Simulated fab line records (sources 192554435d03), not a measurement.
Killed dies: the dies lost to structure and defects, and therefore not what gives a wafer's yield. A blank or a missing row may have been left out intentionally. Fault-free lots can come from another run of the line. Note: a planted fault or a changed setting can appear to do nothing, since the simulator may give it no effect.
Lot-split experiment :: flow n5 finfet :: route with 1938 steps; 7 lots, 21 wafers read

== ABOUT THE SPLIT ==
At N5_MOL_CONTACT_COAG_COAT_75 (time 60 s, resist thk 60 nm), the setting spin rpm was moved away from the recipe's 1500 rpm on 6 of the 21 wafers read, by -6.3% to +11.1%. All remaining wafers had this setting at the recipe value.

== FROM THE SPLIT TO THE READING: what the file shows between them, 9 steps ==
- N5_MOL_CONTACT_COAG_COAT_76: time 60 s, resist thk 10 nm
- N5_MOL_CONTACT_COAG_COAT_77: time 60 s, resist thk 10 nm
- N5_MOL_CONTACT_COAG_ALD_131: deposits SiO2, target thk 5 nm, pulse time 1 s, co reactant pulse time 1 s
- N5_MOL_CONTACT_COAG_ETCHBACK_132: etches SiO2 in CHF3, target depth 10 nm, time 6.7 s
- N5_MOL_CONTACT_COAG_ETCH_91: etches SOC in N2/H2, target depth 60 nm, overetch 21 nm, time 101.2 s
- N5_MOL_CONTACT_COAG_STRIP_92: strips in N2/H2
- N5_MOL_CONTACT_COAG_STRIP_93: strips in N2/H2
- N5_MOL_CONTACT_COAG_ETCHBACK_135: etches SiO2 in CHF3, target depth 25 nm, time 16.7 s
- N5_MOL_CONTACT_COAG_STRIP_118: strips in CHF3

== THE READING ==
SOC_of_MOL_CONTACT_COAG_COAT_75.thk nm (the simulator's own value, which no gauge read), in nm, at N5_MOL_CONTACT_COAG_VIA_ETCH_46 (etches SiO2 in C4F6/O2, target depth 46 nm, overetch 9.2 nm, time 40 s). No usual value for it is given in the file. Average 50.5 nm, standard deviation 0.28 nm, over the 15 wafers here run with the recipe.

wafer: L076.1
tool, chamber at the split: litho track-05, 0
spin rpm as run, rpm: 1500
against the recipe: recipe
SOC_of_MOL_CONTACT_COAG_COAT_75.thk nm, nm: 50.8
against lot-mates on the recipe: -

wafer: L076.3
tool, chamber at the split: litho track-05, 0
spin rpm as run, rpm: 1500
against the recipe: recipe
SOC_of_MOL_CONTACT_COAG_COAT_75.thk nm, nm: 50.2
against lot-mates on the recipe: -

wafer: L076.6
tool, chamber at the split: litho track-05, 0
spin rpm as run, rpm: 1569
against the recipe: +4.6%
SOC_of_MOL_CONTACT_COAG_COAT_75.thk nm, nm: 49.4
against lot-mates on the recipe: -1.1

wafer: L077.3
tool, chamber at the split: litho track-03, 0
spin rpm as run, rpm: 1448
against the recipe: -3.5%
SOC_of_MOL_CONTACT_COAG_COAT_75.thk nm, nm: 51.2
against lot-mates on the recipe: +1.1

wafer: L077.4
tool, chamber at the split: litho track-03, 0
spin rpm as run, rpm: 1500
against the recipe: recipe
SOC_of_MOL_CONTACT_COAG_COAT_75.thk nm, nm: 50.2
against lot-mates on the recipe: -

wafer: L077.6
tool, chamber at the split: litho track-03, 0
spin rpm as run, rpm: 1500
against the recipe: recipe
SOC_of_MOL_CONTACT_COAG_COAT_75.thk nm, nm: 50
against lot-mates on the recipe: -

wafer: L078.2
tool, chamber at the split: litho track-01, 0
spin rpm as run, rpm: 1500
against the recipe: recipe
SOC_of_MOL_CONTACT_COAG_COAT_75.thk nm, nm: 50.8
against lot-mates on the recipe: -

wafer: L078.4
tool, chamber at the split: litho track-01, 0
spin rpm as run, rpm: 1500
against the recipe: recipe
SOC_of_MOL_CONTACT_COAG_COAT_75.thk nm, nm: 50.6
against lot-mates on the recipe: -

wafer: L078.5
tool, chamber at the split: litho track-01, 0
spin rpm as run, rpm: 1500
against the recipe: recipe
SOC_of_MOL_CONTACT_COAG_COAT_75.thk nm, nm: 50.4
against lot-mates on the recipe: -

wafer: L081.3
tool, chamber at the split: litho track-01, 0
spin rpm as run, rpm: 1406
against the recipe: -6.3%
SOC_of_MOL_CONTACT_COAG_COAT_75.thk nm, nm: 52.4
against lot-mates on the recipe: +1.8

wafer: L081.4
tool, chamber at the split: litho track-01, 0
spin rpm as run, rpm: 1500
against the recipe: recipe
SOC_of_MOL_CONTACT_COAG_COAT_75.thk nm, nm: 50.4
against lot-mates on the recipe: -

wafer: L081.6
tool, chamber at the split: litho track-01, 0
spin rpm as run, rpm: 1500
against the recipe: recipe
SOC_of_MOL_CONTACT_COAG_COAT_75.thk nm, nm: 50.8
against lot-mates on the recipe: -

wafer: L091.2
tool, chamber at the split: litho track-05, 0
spin rpm as run, rpm: 1667
against the recipe: +11.1%
SOC_of_MOL_CONTACT_COAG_COAT_75.thk nm, nm: 47.6
against lot-mates on the recipe: -2.6

wafer: L091.3
tool, chamber at the split: litho track-05, 0
spin rpm as run, rpm: 1500
against the recipe: recipe
SOC_of_MOL_CONTACT_COAG_COAT_75.thk nm, nm: 50.2
against lot-mates on the recipe: -

wafer: L091.6
tool, chamber at the split: litho track-05, 0
spin rpm as run, rpm: 1500
against the recipe: recipe
SOC_of_MOL_CONTACT_COAG_COAT_75.thk nm, nm: 50.2
against lot-mates on the recipe: -

wafer: L093.2
tool, chamber at the split: litho track-01, 0
spin rpm as run, rpm: 1500
against the recipe: recipe
SOC_of_MOL_CONTACT_COAG_COAT_75.thk nm, nm: 50.4
against lot-mates on the recipe: -

wafer: L093.4
tool, chamber at the split: litho track-01, 0
spin rpm as run, rpm: 1500
against the recipe: recipe
SOC_of_MOL_CONTACT_COAG_COAT_75.thk nm, nm: 51
against lot-mates on the recipe: -

wafer: L093.5
tool, chamber at the split: litho track-01, 0
spin rpm as run, rpm: 1559
against the recipe: +3.9%
SOC_of_MOL_CONTACT_COAG_COAT_75.thk nm, nm: 49.4
against lot-mates on the recipe: -1.3

wafer: L095.3
tool, chamber at the split: litho track-01, 0
spin rpm as run, rpm: 1500
against the recipe: recipe
SOC_of_MOL_CONTACT_COAG_COAT_75.thk nm, nm: 50.4
against lot-mates on the recipe: -

wafer: L095.4
tool, chamber at the split: litho track-01, 0
spin rpm as run, rpm: 1500
against the recipe: recipe
SOC_of_MOL_CONTACT_COAG_COAT_75.thk nm, nm: 50.6
against lot-mates on the recipe: -

wafer: L095.5
tool, chamber at the split: litho track-01, 0
spin rpm as run, rpm: 1594
against the recipe: +6.3%
SOC_of_MOL_CONTACT_COAG_COAT_75.thk nm, nm: 48.8
against lot-mates on the recipe: -1.7

THE FIT
A straight line over all 21 wafers: SOC_of_MOL_CONTACT_COAG_COAT_75.thk nm changes by -0.264 nm for each +1% of spin rpm; r = -0.96; the points scatter about the line by 0.26 nm.
The same after taking each lot's own level away (the mean of its wafers on the recipe; 21 wafers): -0.26 nm for each +1%; r = -0.98; scatter 0.2 nm.
According to that fit, moving spin rpm by its largest amount changes the reading by 2.9 nm.
From 50.10 to 50.70 nm: that is the span of the lots' own levels, equal to 2.1 times the standard deviation above.
Consequently the slope shifts little with the lot-to-lot level, the two slopes agreeing.
Check: for one of the wafers moved furthest among these (+11.1%), held out of the fit, the line's prediction against its lot-mates is -3.14 nm. It came out at -2.6 nm against them.

== FURTHER SPLITS ON THESE WAFERS ==
Note: prior to the reading, these wafers also went through further splits. Each is held against what the fit with the lots' levels taken away leaves over:
other split on the same wafers: N5_HKMG_FIN_HK_ALD_01 ald cycles
wafers away from the commonest value: 8
r with SOC_of_MOL_CONTACT_COAG_COAT_75.thk nm (lot level and that fit taken away): -0.55

== THE WHOLE CHAIN: every reading that the file lists as answering this split, in the file's order ==
step: N5_MOL_CONTACT_COAG_COAT_75
what it does: time 60 s, resist thk 60 nm
reading: SOC_of_MOL_CONTACT_COAG_COAT_75.thk nm (the simulator's own value, which no gauge read)
change (the file's fit): -0.277 nm for each +1% of the setting
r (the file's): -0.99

step: N5_MOL_CONTACT_COAG_ETCH_91
what it does: etches SOC in N2/H2, target depth 60 nm, overetch 21 nm, time 101.2 s
reading: etch.depth nm (the simulator's own value, which no gauge read)
change (the file's fit): -0.274 nm for each +1% of the setting
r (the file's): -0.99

step: N5_MOL_CONTACT_COAG_ETCHBACK_135
what it does: etches SiO2 in CHF3, target depth 25 nm, time 16.7 s
reading: SOC_of_MOL_CONTACT_COAG_COAT_75.thk nm (the simulator's own value, which no gauge read)
change (the file's fit): -0.27 nm for each +1% of the setting
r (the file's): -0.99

step: N5_MOL_CONTACT_COAG_VIA_ETCH_46
what it does: etches SiO2 in C4F6/O2, target depth 46 nm, overetch 9.2 nm, time 40 s
reading: SOC_of_MOL_CONTACT_COAG_COAT_75.thk nm (the simulator's own value, which no gauge read)
change (the file's fit): -0.258 nm for each +1% of the setting
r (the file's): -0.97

== FILE'S OWN FIT ==
SOC_of_MOL_CONTACT_COAG_COAT_75.thk nm changes by -0.258 nm for each +1% of spin rpm, r = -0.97.
